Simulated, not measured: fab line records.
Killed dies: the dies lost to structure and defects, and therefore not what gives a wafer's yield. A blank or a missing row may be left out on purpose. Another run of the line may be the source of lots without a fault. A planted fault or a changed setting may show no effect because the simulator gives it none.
fab line records	flow n5Finfet
record: lots: 6	wafers: 18	lastDay: 19
route steps=1938 shown MOL_CONTACT_COAG@532 BEOL_M4@1111 PASSIVATION@1936
lots with no fault: from the same line, run without faults
startH: hours from the record's opening day to when the first of the lot's shown wafers began	waitH: hours elapsed since this lot's preceding step	" as in the row above	L1.1+2: a row that stands for several wafers	- no value, or no start given	* or withheld: withheld	< > ~ a bound
route shown NAME@n: NAME is a module with steps in the file, n the number in the route of the first one	usual: the fault-free wafers' mean and standard deviation	same: alike in all rows	chamber/n: place in a boat	sites: each site's reading	_std_site: their standard deviation	_edge_site: outer sites' mean less inner sites'	radiusMm: for every site, how far away it sits from the centre of the wafer	mask NAME#n: copy n	behind: tool/chamber where the wafer was last shaped	hold: why the lot went on hold/how many hours it stayed there/how the hold came to an end	device: names the non-switching transistor (n, p or np)	end of line: the route-end tests of the same wafers	step lacking rows: just its recipe	killed: count of dies lost to structure and defects at first sort (not the wafer's yield)	map: per-die view of a wafer (x killed, . not killed, _ where there is no die)
set.NAME: the setting as run; set.NAME@STEP: as run at that earlier step	model.NAME: the simulator's own value behind a step, which no gauge read
certain route steps with their lots: each step a table, each wafer a row
services: the hour from which a tool's chamber was out of use, counted from the record's first day as startH (under 0 if before that day), plus the number of hours and why
== steps ==
step: N5_MOL_CONTACT_COAG_ETCH_106
recipe: chemistry: N2/H2	target: SOC	targetDepthA: 800	overetchA: 160	maskMaterial: SiARC	tempC: 40	timeS: 120	ionEnergyEv: 200	pressureMtorr: 30	sourceW: 840	biasW: 150	n2FlowSccm: 200	h2FlowSccm: 200
usual: chamberPressureMTorr: 30.000/0.024	drypumpMotorCurrentA: 5.6/0.44	n2FlowSccm: 200.0/0.65	oesProductAu: 0.70/0.079	rfVppV: 524.4/2.3	showerheadPlenumPTorr: 2.56/0.09	tempC: 40.01/0.12	throttleValvePct: 17.79/0.22
lot.wafer	tool	chamber	startH	waitH	chamberPressureMTorr	drypumpMotorCurrentA	n2FlowSccm	oesProductAu	rfHoursCounterH	rfVppV	showerheadPlenumPTorr	tempC	throttleValvePct
L812.1	rieDiel-04	0	85.46	0.0	29.983	5.8	199.6	0.65	178	526.5	2.66	40.04	17.91
L812.4	"	3	"	"	29.993	6.0	200.8	0.63	-	526.5	2.63	40.08	18.19
L812.6	"	0	"	"	29.995	5.8	199.5	0.65	-	526.5	2.66	39.93	17.91
L814.2	rieDiel-04	0	110.02	0.0	29.999	5.8	201.0	0.64	185	525.6	2.66	40.02	17.91
L814.3	"	2	"	"	29.976	6.2	200.3	0.62	244	519.3	2.39	39.99	17.94
L814.4	"	1	"	"	29.966	5.7	200.0	0.68	157	523.9	2.56	40.13	17.97
L818.2	rieDiel-02	1	126.26	0.0	29.980	5.5	200.6	0.63	227	521.8	2.53	40.11	18.27
L818.5	"	3	"	"	29.987	5.7	200.0	0.63	-	523.1	2.47	40.02	17.65
L818.6	"	0	"	"	30.010	6.3	200.4	0.76	-	523.3	2.55	39.83	17.74
L831.2	rieDiel-04	1	204.11	0.0	29.980	5.7	199.9	0.67	187	523.6	2.54	40.18	18.03
L831.4	"	2	"	"	30.030	6.2	201.1	0.83	13	526.6	2.70	39.95	17.58
L831.6	"	3	"	"	30.003	6.0	200.5	0.81	-	525.9	2.61	40.22	17.84
L833.2	rieDiel-04	0	216.84	0.0	30.003	5.8	199.8	0.62	224	525.0	2.64	40.08	17.99
L833.3	"	3	"	"	30.008	6.0	200.8	0.81	31	525.3	2.61	40.24	17.84
L833.4	"	1	"	"	30.041	5.7	199.8	0.66	191	523.2	2.54	39.90	18.01
L834.1	rieDiel-03	0	225.37	0.0	30.033	5.0	198.7	0.74	57	525.2	2.56	40.16	17.54
L834.2	"	1	"	"	29.972	5.9	199.2	0.62	238	522.8	2.50	40.06	17.71
L834.4	"	2	"	"	30.010	5.2	200.1	0.63	199	520.0	2.40	39.91	17.92
step: N5_MOL_CONTACT_COAG_STRIP_107
recipe: chemistry: N2/H2	tempC: 40	n2FlowSccm: 200	h2FlowSccm: 200	rfFrequencyHz: 6e+07
step: N5_MOL_CONTACT_COAG_STRIP_108
recipe: chemistry: N2/H2	tempC: 40	n2FlowSccm: 200	h2FlowSccm: 200	rfFrequencyHz: 6e+07
step: N5_MOL_CONTACT_COAG_CONTACT_ETCH_14
recipe: chemistry: C4F6/O2	target: SiO2	targetDepthA: 275	overetchA: 85	maskMaterial: SOC	pressureMtorr: 30	sourceW: 370	biasW: 185	Ar_flow_sccm: 300	C4F6_flow_sccm: 16	O2_flow_sccm: 10	timeS: 20	ionEnergyEv: 259.6
usual: chamberPressureMTorr: 30.002/0.024	drypumpMotorCurrentA: 5.6/0.43	mfcArSccm: 300.1/0.92	oesProductAu: 0.67/0.075	rfVppV: 693/3.2	showerheadPlenumPTorr: 2.90/0.089	throttleValvePct: 21.27/0.22
lot.wafer	tool	chamber	startH	waitH	chamberPressureMTorr	drypumpMotorCurrentA	mfcArSccm	oesProductAu	rfHoursCounterH	rfVppV	showerheadPlenumPTorr	throttleValvePct
L812.1	rieDiel-04	0	85.56	0.0	29.979	5.8	300.4	0.61	178	695	2.97	21.07
L812.4	"	3	"	"	29.969	6.0	299.9	0.60	-	695	2.92	21.41
L812.6	"	0	"	"	30.049	5.8	299.4	0.62	-	695	2.97	21.07
L814.2	rieDiel-04	0	110.12	0.0	29.991	5.8	299.3	0.61	185	697	2.97	21.08
L814.3	"	2	"	"	30.051	6.2	300.3	0.59	244	687	2.73	21.42
L814.4	"	1	"	"	29.977	5.7	299.2	0.64	157	693	2.90	21.50
L818.2	rieDiel-02	1	126.36	0.0	30.026	5.5	299.1	0.60	227	692	2.86	21.60
L818.5	"	3	"	"	30.008	5.7	299.5	0.59	-	689	2.83	21.25
L818.6	"	0	"	"	29.994	6.3	300.6	0.72	-	695	2.92	21.50
L831.2	rieDiel-04	1	204.21	0.0	30.006	5.7	299.2	0.63	187	694	2.89	21.55
L831.4	"	2	"	"	30.020	6.2	300.0	0.79	13	698	3.06	21.10
L831.6	"	3	"	"	30.035	6.0	300.1	0.77	-	694	2.91	21.13
L833.2	rieDiel-04	0	216.94	0.0	29.994	5.8	300.4	0.58	224	694	2.95	21.13
L833.3	"	3	"	"	30.023	6.0	299.0	0.77	31	696	2.90	21.12
L833.4	"	1	"	"	30.026	5.7	301.1	0.63	191	692	2.89	21.55
L834.1	rieDiel-03	0	225.47	0.0	30.017	5.0	300.9	0.70	57	695	2.91	21.18
L834.2	"	1	"	"	30.006	5.8	300.0	0.59	238	691	2.83	21.07
L834.4	"	2	"	"	30.001	5.3	300.6	0.61	199	689	2.75	21.59
step: N5_MOL_CONTACT_COAG_STRIP_109
recipe: chemistry: C4F6/O2	resist: SiARC	rfFrequencyHz: 6e+07
step: N5_MOL_CONTACT_COAG_ETCH_15
recipe: chemistry: CH3F/O2	target: SiNx	targetDepthA: 70	maskMaterial: SOC	stopOn: Si:P	overEtchFrac: 0.75	ionEnergyEv: 120	pressureMtorr: 30	sourceW: 395	biasW: 73	Ar_flow_sccm: 150	CH3F_flow_sccm: 30	O2_flow_sccm: 20
step: N5_MOL_CONTACT_COAG_ETCH_110
recipe: chemistry: CF4/O2	target: Si	targetDepthA: 25	timeS: 8	pressureMtorr: 100	sourceW: 200	biasW: 12	ionEnergyEv: 60	Ar_flow_sccm: 100	cf4FlowSccm: 100	O2_flow_sccm: 10
usual: chamberPressureMTorr: 100.00/0.1	drypumpMotorCurrentA: 5.6/0.43	mfcArSccm: 100.0/0.32	oesProductAu: 0.78/0.096	rfVppV: 128/3.6	showerheadPlenumPTorr: 2.24/0.066	throttleValvePct: 10.77/0.25
lot.wafer	tool	chamber	startH	waitH	chamberPressureMTorr	drypumpMotorCurrentA	mfcArSccm	oesProductAu	rfHoursCounterH	rfVppV	showerheadPlenumPTorr	throttleValvePct
L812.1	rieDiel-04	0	85.65	0.0	100.07	5.8	99.8	0.72	178	121	2.30	10.76
L812.4	"	3	"	"	99.91	6.0	100.3	0.69	-	134	2.26	11.15
L812.6	"	0	"	"	99.90	5.8	100.1	0.72	-	123	2.30	10.75
L814.2	rieDiel-04	0	110.22	0.0	100.06	5.8	99.9	0.72	185	122	2.30	10.79
L814.3	"	2	"	"	100.09	6.2	99.8	0.68	244	125	2.10	11.05
L814.4	"	1	"	"	100.00	5.7	99.8	0.78	157	128	2.22	10.85
L818.2	rieDiel-02	1	126.45	0.0	100.03	5.5	100.5	0.70	227	129	2.20	11.15
L818.5	"	3	"	"	99.93	5.7	100.3	0.69	-	125	2.19	11.03
L818.6	"	0	"	"	100.03	6.3	99.9	0.86	-	124	2.26	10.83
L831.2	rieDiel-04	1	204.30	0.0	99.93	5.7	99.9	0.75	187	127	2.21	10.95
L831.4	"	2	"	"	100.18	6.2	99.1	0.92	13	128	2.36	10.37
L831.6	"	3	"	"	99.82	6.0	99.8	0.89	-	134	2.25	10.53
L833.2	rieDiel-04	0	217.03	0.0	100.02	5.8	100.3	0.69	224	123	2.28	10.87
L833.3	"	3	"	"	99.94	6.0	100.0	0.88	31	133	2.25	10.55
L833.4	"	1	"	"	100.10	5.7	100.5	0.76	191	127	2.20	10.96
L834.1	rieDiel-03	0	225.56	0.0	100.07	5.0	100.4	0.84	57	127	2.25	10.60
L834.2	"	1	"	"	99.83	5.8	99.5	0.64	238	127	2.19	10.82
L834.4	"	2	"	"	99.87	5.2	99.7	0.72	199	128	2.13	11.10
step: N5_MOL_CONTACT_COAG_STRIP_98
recipe: chemistry: N2/H2	powerW: 500	tempC: 40	pressureMtorr: 50	rfFrequencyHz: 6e+07	overashFraction: 0.3	biasPowerW: 8	h2Frac: 0.5	n2FlowSccm: 300	h2FlowSccm: 300
step: N5_MOL_CONTACT_COAG_CD_MEAS_99
recipe: targetCdNm: 17.2	polarity: opening
usual: cdNm: 17.2/0.51
lot.wafer	tool	chamber	startH	waitH	cdNm
L812.1	cdSem-01	-	85.77	-	16.8
L812.4	"	-	"	"	17.1
L812.6	"	-	"	"	17.4
L814.2	cdSem-02	-	110.34	-	17.4
L814.3	"	-	"	"	17.8
L814.4	"	-	"	"	18.1
L818.2	cdSem-02	-	126.57	-	17.2
L818.5	"	-	"	"	16.9
L818.6	"	-	"	"	17.5
L831.2	cdSem-02	-	204.42	-	18.0
L831.4	"	-	"	"	17.7
L831.6	"	-	"	"	16.4
L833.2	cdSem-02	-	217.15	-	17.4
L833.3	"	-	"	"	16.2
L833.4	"	-	"	"	17.9
L834.1	cdSem-03	-	225.68	-	17.0
L834.2	"	-	"	"	16.3
L834.4	"	-	"	"	17.4
step: N5_MOL_CONTACT_COAG_IMPLANT_129
recipe: species: Ge	energyKev: 3	doseCm2: 6e+14	tiltDeg: 0	rotationDeg: 0
step: N5_MOL_CONTACT_COAG_PRECLEAN_111
recipe: chemistry: NF3:NH3	afsCycles: 1	tempC: 30	timeS: 20	sublimationTempC: 180	sublimationTimeS: 60	pressureTorr: 3	rfPowerW: 30
step: N5_MOL_CONTACT_COAG_TI_SIL_19
recipe: material: Ti	targetThkA: 42	tempC: 200	chamberPressurePa: 5	powerW: 5000	timeS: 15
usual: susceptorTempC: 199.99/0.16	throttleValvePct: 30.0/1.3
lot.wafer	tool	chamber	startH	waitH	susceptorTempC	throttleValvePct
L812.1	pvdSputter-03	-	86.23	0.2	199.95	28.8
L812.4	"	-	"	"	200.06	28.8
L812.6	"	-	"	"	200.03	29.2
L814.2	pvdSputter-02	-	112.20	0.3	199.66	30.2
L814.3	"	-	"	"	200.22	31.3
L814.4	"	-	"	"	200.09	31.1
L818.2	pvdSputter-01	-	131.01	4.1	200.04	28.6
L818.5	"	-	"	"	199.77	32.8
L818.6	"	-	"	"	199.98	28.6
L831.2	pvdSputter-03	-	204.88	0.1	200.40	29.2
L831.4	"	-	"	"	200.01	29.7
L831.6	"	-	"	"	200.05	28.9
L833.2	pvdSputter-02	-	219.10	1.6	199.85	30.2
L833.3	"	-	"	"	200.02	28.9
L833.4	"	-	"	"	199.71	31.4
L834.1	pvdSputter-02	-	227.30	0.2	199.92	31.4
L834.2	"	-	"	"	200.15	31.4
L834.4	"	-	"	"	200.16	30.1
step: N5_MOL_CONTACT_COAG_ALD_20
recipe: material: TiN	targetThkA: 15	tempC: 400	aldPrecursorFamily: TiCl4	aldCoReactant: NH3	pulseTimeS: 1	purgeTimeS: 3	coReactantPurgeTimeS: 2	coReactantPulseTimeS: 2	aldCycles: 68	pressureTorr: 3
usual: heaterPowerW: 852/65	precursorPulseHeightRel: 1.000/0.02	susceptorTempC: 399.98/0.2
same: coReactantPurgeTimeS: 2
lot.wafer	tool	chamber	startH	waitH	heaterPowerW	precursorPulseHeightRel	susceptorTempC
L812.1	aldMetal-03	3	86.35	0.1	776	1.012	400.01
L812.4	"	0	"	"	922	1.001	399.92
L812.6	"	3	"	"	769	0.971	399.95
L814.2	aldMetal-03	2	112.33	0.1	826	1.012	394.66
L814.3	"	0	"	"	878	0.967	394.11
L814.4	"	3	"	"	752	0.975	394.41
L818.2	aldMetal-03	3	131.13	0.1	723	1.021	394.50
L818.5	"	0	"	"	860	0.985	394.24
L818.6	"	1	"	"	923	0.995	394.04
L831.2	aldMetal-03	3	205.00	0.1	773	0.999	400.07
L831.4	"	1	"	"	982	1.001	400.14
L831.6	"	2	"	"	835	0.980	400.16
L833.2	aldMetal-02	1	219.22	0.1	772	0.986	399.71
L833.3	"	2	"	"	862	0.998	399.83
L833.4	"	0	"	"	842	0.983	399.88
L834.1	aldMetal-03	3	227.42	0.1	775	1.017	400.04
L834.2	"	1	"	"	974	0.978	399.98
L834.4	"	0	"	"	884	1.036	399.86
step: N5_MOL_CONTACT_COAG_SIL_ANNEAL_21
recipe: tempC: 550	timeS: 60	ambient: N2
usual: lampPowerPct: 6.7/0.75	lamp_zone_6_pct: 6.6/0.74	wafer_temp_C_max: 553.1/0.64
lot.wafer	tool	chamber	startH	waitH	lampPowerPct	lamp_zone_6_pct	wafer_temp_C_max
L812.1	rtpAnneal-01	0	86.88	0.4	6.0	6.0	553.1
L812.4	"	0	"	"	6.0	6.0	552.3
L812.6	"	0	"	"	6.0	6.0	552.4
L814.2	rtpAnneal-02	0	112.73	0.2	7.6	7.5	552.1
L814.3	"	0	"	"	7.5	7.5	553.0
L814.4	"	0	"	"	7.5	7.5	553.0
L818.2	rtpAnneal-01	0	131.54	0.2	6.0	6.0	552.9
L818.5	"	0	"	"	6.0	6.0	553.9
L818.6	"	0	"	"	6.0	6.0	553.1
L831.2	rtpAnneal-01	0	205.58	0.4	6.0	6.0	552.0
L831.4	"	0	"	"	6.0	6.0	552.2
L831.6	"	0	"	"	6.0	6.0	553.0
L833.2	rtpAnneal-02	0	219.78	0.4	7.6	7.5	553.5
L833.3	"	0	"	"	7.6	7.5	553.1
L833.4	"	0	"	"	7.6	7.5	552.2
L834.1	rtpAnneal-01	0	227.87	0.3	6.0	6.0	553.7
L834.2	"	0	"	"	6.0	6.0	551.7
L834.4	"	0	"	"	6.0	6.0	552.6
step: N5_BEOL_M4_RC_MEAS_101
usual: DIBL_N: 36.4/2.2	DIBL_P: 36.3/2.5	IOFF_N: 0.17/0.052	IOFF_P: 0.23/0.049	ION_N: 674/17	ION_P: 464/11	SS_N: 71.7/0.98	SS_P: 73.3/0.84	VT_N: 250/4	VT_P: -249/3.8
lot.wafer	tool	chamber	startH	waitH	DIBL_N[mV/V]	DIBL_P[mV/V]	IOFF_N[nA/um]	IOFF_P[nA/um]	ION_N[uA/um]	ION_P[uA/um]	SS_N[mV/dec]	SS_P[mV/dec]	VT_N[mV]	VT_P[mV]
L812.1	prober-02	0	175.73	0.0	36.8	37.8	0.17	0.25	678	471	71.8	73.6	250	-248
L812.4	"	0	"	"	38.5	37.4	0.20	0.23	659	450	73.0	73.4	249	-248
L812.6	"	0	"	"	33.0	33.4	0.12	0.18	686	472	71.1	72.3	253	-252
L814.2	prober-02	0	239.26	0.2	34.5	34.2	0.13	0.23	663	465	70.9	72.4	255	-247
L814.3	"	0	"	"	34.0	33.9	0.13	0.22	672	474	71.0	72.7	252	-245
L814.4	"	0	"	"	36.7	36.8	0.16	0.26	677	474	72.3	73.2	250	-245
L818.2	prober-02	0	249.13	0.2	34.1	32.3	0.12	0.15	651	444	70.9	72.8	256	-254
L818.5	"	0	"	"	41.5	39.7	0.30	0.27	687	457	73.7	74.7	246	-248
L818.6	"	0	"	"	34.6	34.0	0.14	0.17	681	460	70.8	72.4	252	-253
L831.2	prober-02	0	317.61	0.2	36.3	36.3	0.16	0.22	680	470	71.6	72.9	248	-248
L831.4	"	0	"	"	35.4	35.8	0.15	0.23	676	477	71.2	73.4	247	-246
L831.6	"	0	"	"	39.9	40.6	0.25	0.31	690	467	72.9	74.3	244	-244
L833.2	prober-02	0	332.12	0.2	37.5	38.5	0.20	0.28	696	474	72.0	73.5	248	-247
L833.3	"	0	"	"	35.0	34.6	0.15	0.20	674	462	71.2	72.1	252	-250
L833.4	"	0	"	"	36.7	35.9	0.18	0.23	672	465	72.4	73.5	248	-248
L834.1	prober-01	0	348.53	0.0	31.1	30.3	0.11	0.15	671	467	70.5	72.2	252	-253
L834.2	"	0	"	"	36.1	35.9	0.17	0.23	684	469	71.5	73.6	250	-248
L834.4	"	0	"	"	36.1	34.6	0.16	0.20	636	449	72.6	73.1	255	-251
step: N5_PASSIVATION_PROBE_49
usual: defectLimitedYield: 91.2/1.4	killed_at_M0_to_M3: 34/9.3	killed_at_M4_up: 14/5.9	killedAtContacts: 14/5.7	killedAtFrontEnd: 38/10	killedAtOther: 4/3.2	killedDies: 104/17	killedOnRim: 14/4	killedOpen: 67/13	killedShort: 33/6.9	sort_bin_4_leakage: 0/3.6	sort_bin_5_function: 5.2/1	sort_bin_6_memory: 3.3/0.61	sort_bin_8_speed: 0.3/1.8	sortNPass: 1069/52
same: grossDies: 1180	killedAtBackSide: 0
lot.wafer	tool	chamber	startH	waitH	defectLimitedYield[%]	killed_at_M0_to_M3	killed_at_M4_up	killedAtContacts	killedAtFrontEnd	killedAtOther	killedDies	killedOnRim	killedOpen	killedShort	sort_bin_4_leakage[%]	sort_bin_5_function[%]	sort_bin_6_memory[%]	sort_bin_8_speed[%]	sortNPass
L812.1	prober-01	-	286.13	0.0	91.4	18	8	23	46	7	102	17	62	37	0	5.3	3.2	0	1078
L812.4	prober-01	-	286.28	0.2	93.1	16	9	12	32	12	81	13	48	29	0	3.8	2.6	0	1099
L812.6	prober-01	-	286.38	0.3	91.8	36	10	10	36	5	97	18	63	30	0	5.2	2.7	0	1083
L814.2	prober-02	-	349.79	0.8	90.7	32	20	11	44	3	110	12	65	44	0	5.0	4.0	0	1070
L814.3	prober-02	-	349.84	0.9	89.2	42	11	16	58	0	127	16	92	31	0	6.4	4.2	0	1053
L814.4	prober-02	-	349.89	0.9	90.0	33	11	29	38	7	118	20	77	38	0	6.6	3.2	0	1062
L818.2	prober-02	-	354.84	0.1	90.8	17	24	22	42	3	108	7	73	31	0	4.9	3.8	0	1072
L818.5	prober-02	-	354.99	0.2	91.3	23	19	11	45	5	103	10	72	24	1	4.8	3.6	0	1071
L818.6	prober-02	-	355.04	0.3	92.5	18	17	13	38	2	88	13	57	29	0	3.8	3.5	0	1092
L831.2	prober-02	-	417.83	0.1	90.2	32	17	12	52	3	116	18	82	31	0	6.3	3.1	0	1064
L831.4	prober-02	-	417.93	0.2	91.5	21	15	17	41	6	100	13	56	35	0	4.7	3.1	0.3	1080
L831.6	prober-02	-	418.03	0.3	89.7	30	16	26	49	1	122	19	77	41	0	6.0	4.0	0	1058
L833.2	prober-02	-	438.45	0.1	92.4	24	9	15	38	4	90	12	56	25	0	4.1	3.1	0	1090
L833.3	prober-02	-	438.50	0.1	92.5	29	8	18	33	1	89	10	63	20	0	4.4	2.8	0	1091
L833.4	prober-02	-	438.55	0.2	93.1	23	8	8	40	3	82	7	48	28	0	4.2	2.3	0	1098
L834.1	prober-01	-	461.84	0.8	90.4	33	13	16	45	6	113	14	78	27	0	5.5	3.6	0	1067
L834.2	prober-01	-	461.89	0.8	92.5	41	8	10	26	4	89	14	58	29	0	4.5	2.7	0	1091
L834.4	prober-01	-	461.99	0.9	92.0	44	11	11	24	4	94	10	64	27	0	4.4	3.4	1.8	1065
killed by level:class
L812.1 MOL_CONTACT_COAG:geometricParticle:open=18 FIN_SAQP:geometricParticle:open=16 FIN_SAQP:geometricParticle:short=15 MOL_CONTACT_COAG:geometricParticle:short=5 BEOL_M0_SAQP:geometricParticle:short=5 MIM_TOP_ETCH:geometricParticle:open=4 DUMMY_GATE:geometricParticle:open=3 BEOL_M1:geometricParticle:short=3
L812.4 FIN_SAQP:geometricParticle:open=14 MOL_CONTACT_COAG:geometricParticle:open=9 FIN_SAQP:geometricParticle:short=7 BEOL_M1:geometricParticle:short=5 BEOL_M1:geometricParticle:open=4 BEOL_M4:geometricParticle:open=4 MIM_TOP_ETCH:geometricParticle:short=4 MOL_CONTACT_COAG:geometricParticle:short=3
L812.6 FIN_SAQP:geometricParticle:open=14 MOL_CONTACT_COAG:geometricParticle:open=10 BEOL_M1:geometricParticle:open=9 FIN_SAQP:geometricParticle:short=7 BEOL_M3:geometricParticle:open=6 ILD0:geometricParticle:short=5 BEOL_M0_SAQP:geometricParticle:open=5 BEOL_M0_SAQP:geometricParticle:short=5
L814.2 FIN_SAQP:geometricParticle:short=12 FIN_SAQP:geometricParticle:open=11 BEOL_M0_SAQP:geometricParticle:short=9 BEOL_M4:geometricParticle:open=7 MOL_CONTACT_COAG:geometricParticle:open=6 MOL_CONTACT_COAG:geometricParticle:short=5 BEOL_M0:geometricParticle:open=5 BEOL_M2:geometricParticle:open=5
L814.3 FIN_SAQP:geometricParticle:open=23 MOL_CONTACT_COAG:geometricParticle:open=15 BEOL_M0_SAQP:geometricParticle:open=12 FIN_SAQP:geometricParticle:short=10 STI_FIN_REVEAL:geometricParticle:open=7 BEOL_M3:geometricParticle:open=7 BEOL_M0_SAQP:geometricParticle:short=6 BEOL_M0:geometricParticle:open=5
L814.4 MOL_CONTACT_COAG:geometricParticle:open=28 BEOL_M0_SAQP:geometricParticle:short=14 FIN_SAQP:geometricParticle:open=12 BEOL_M0_SAQP:geometricParticle:open=6 FIN_SAQP:geometricParticle:short=5 DUMMY_GATE:geometricParticle:open=4 STARTING-WAFER:geometricParticle:short=4 ILD0:geometricParticle:short=3
L818.2 MOL_CONTACT_COAG:geometricParticle:open=19 FIN_SAQP:geometricParticle:short=14 FIN_SAQP:geometricParticle:open=11 BEOL_M5:geometricParticle:open=6 GATE_CUT:geometricParticle:short=5 BEOL_M1:geometricParticle:open=5 DUMMY_GATE:geometricParticle:open=4 BEOL_M7:geometricParticle:open=4
L818.5 MOL_CONTACT_COAG:geometricParticle:open=11 STI_FIN_REVEAL:geometricParticle:open=9 FIN_SAQP:geometricParticle:open=8 BEOL_M1:geometricParticle:open=8 BEOL_M2:geometricParticle:open=7 FIN_SAQP:geometricParticle:short=6 STI_FIN_REVEAL:geometricParticle:short=4 DUMMY_GATE:geometricParticle:open=4
L818.6 STI_FIN_REVEAL:geometricParticle:open=15 MOL_CONTACT_COAG:geometricParticle:open=11 GATE_CUT:geometricParticle:short=5 STI_FIN_REVEAL:geometricParticle:short=4 BEOL_M0_SAQP:geometricParticle:open=4 BEOL_M5:geometricParticle:short=4 FIN_SAQP:geometricParticle:short=3 BEOL_M1:geometricParticle:open=3
L831.2 DUMMY_GATE:geometricParticle:open=12 MOL_CONTACT_COAG:geometricParticle:open=11 BEOL_M4:geometricParticle:open=11 BEOL_M3:geometricParticle:open=9 STI_FIN_REVEAL:geometricParticle:open=8 GATE_CUT:geometricParticle:short=8 BEOL_M0_SAQP:geometricParticle:open=6 BEOL_M1:geometricParticle:open=6
L831.4 MOL_CONTACT_COAG:geometricParticle:open=14 FIN_SAQP:geometricParticle:short=9 GATE_CUT:geometricParticle:short=6 BEOL_M4:geometricParticle:open=6 GATE_CUT:geometricParticle:open=5 BEOL_M1:geometricParticle:open=5 FIN_SAQP:geometricParticle:open=4 BEOL_M0_SAQP:geometricParticle:short=4
L831.6 MOL_CONTACT_COAG:geometricParticle:open=18 GATE_CUT:geometricParticle:short=11 BEOL_M4:geometricParticle:open=10 FIN_SAQP:geometricParticle:short=8 FIN_SAQP:geometricParticle:open=7 GATE_CUT:geometricParticle:open=7 MOL_CONTACT_COAG:geometricParticle:short=7 BEOL_M0_SAQP:geometricParticle:open=6
L833.2 MOL_CONTACT_COAG:geometricParticle:open=12 STI_FIN_REVEAL:geometricParticle:open=9 BEOL_M0_SAQP:geometricParticle:short=9 DUMMY_GATE:geometricParticle:open=6 GATE_CUT:geometricParticle:open=6 GATE_CUT:geometricParticle:short=5 BEOL_M2:geometricParticle:open=5 BEOL_M0_SAQP:geometricParticle:open=4
L833.3 MOL_CONTACT_COAG:geometricParticle:open=12 STI_FIN_REVEAL:geometricParticle:open=11 BEOL_M2:geometricParticle:open=8 FIN_SAQP:geometricParticle:open=6 MOL_CONTACT_COAG:geometricParticle:short=5 BEOL_M1:geometricParticle:open=4 BEOL_M0_SAQP:geometricParticle:open=4 GATE_CUT:geometricParticle:open=3
L833.4 STI_FIN_REVEAL:geometricParticle:open=11 BEOL_M0_SAQP:geometricParticle:open=8 STI_FIN_REVEAL:geometricParticle:short=7 MOL_CONTACT_COAG:geometricParticle:open=6 BEOL_M3:geometricParticle:open=6 GATE_CUT:geometricParticle:open=4 GATE_CUT:geometricParticle:short=4 BEOL_M0_SAQP:geometricParticle:short=4
L834.1 FIN_SAQP:geometricParticle:open=17 BEOL_M2:geometricParticle:open=12 MOL_CONTACT_COAG:geometricParticle:open=12 DUMMY_GATE:geometricParticle:open=7 STI_FIN_REVEAL:geometricParticle:open=5 BEOL_M0_SAQP:geometricParticle:short=5 BEOL_M0_SAQP:geometricParticle:open=5 PASSIVATION:areaEtch=5
L834.2 FIN_SAQP:geometricParticle:open=10 MOL_CONTACT_COAG:geometricParticle:open=10 BEOL_M2:geometricParticle:open=10 BEOL_M0_SAQP:geometricParticle:short=8 BEOL_M0_SAQP:geometricParticle:open=6 BEOL_M1:geometricParticle:open=6 FIN_SAQP:geometricParticle:short=3 GATE_CUT:geometricParticle:open=3
L834.4 BEOL_M0_SAQP:geometricParticle:open=14 BEOL_M2:geometricParticle:open=11 BEOL_M0_SAQP:geometricParticle:short=9 MOL_CONTACT_COAG:geometricParticle:open=8 BEOL_M4:geometricParticle:open=8 FIN_SAQP:geometricParticle:open=6 STARTING-WAFER:geometricParticle:short=5 FIN_SAQP:geometricParticle:short=3
== services ==
tool	chamber	startH	hours	kind
pvdSputter-01	-	66.30	3.6	repair
rieDiel-02	0	73.23	5.6	repair
pvdSputter-02	-	73.97	11.7	repair
rieDiel-02	0	82.78	5.5	repair
pvdSputter-03	-	94.96	13.8	repair
rieDiel-04	0	98.94	4.2	repair
rieDiel-04	3	118.34	-	clean
rieDiel-04	3	118.34	-	consumableReplace:focusRing
rieDiel-04	3	118.34	17.5	scheduledDown
rieDiel-04	3	118.34	17.5	ventCycle
rtpAnneal-02	-	120.30	3.9	pm
rieDiel-03	3	134.34	-	clean
rieDiel-03	3	134.34	-	consumableReplace:focusRing
rieDiel-04	2	135.83	-	clean
rieDiel-04	2	135.83	-	consumableReplace:focusRing
rieDiel-04	2	135.83	-	consumableReplace:showerhead
rieDiel-04	2	135.83	27.6	scheduledDown
rieDiel-04	2	135.83	27.6	ventCycle
rieDiel-04	0	148.13	4.3	repair
aldMetal-02	-	152.73	8.7	pm
pvdSputter-01	-	155.00	1.1	repair
pvdSputter-01	-	161.50	48.4	repair
aldMetal-03	1	165.73	9.0	repair
rieDiel-03	0	201.11	2.7	repair
== key ==
firstSign: step: N5_MOL_CONTACT_COAG_ALD_20	reading: susceptorTempC	direction: down	sigmas: 28	usual: *	struck: *
effect none on later readings
metAt N5_MOL_CONTACT_COAG_ALD_20
struckWafers L814.2,L814.3,L814.4,L818.2,L818.5,L818.6
onsetBetween 86.35 112.33
fault: kind: processParameterDrift	tool: aldMetal-03	chamber: -	onsetH: 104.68	steps: N5_MOL_CONTACT_COAG_ALD_20	channel: tempC	offset: *	shape: step	endH: 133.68	actsIn: *	stated: *
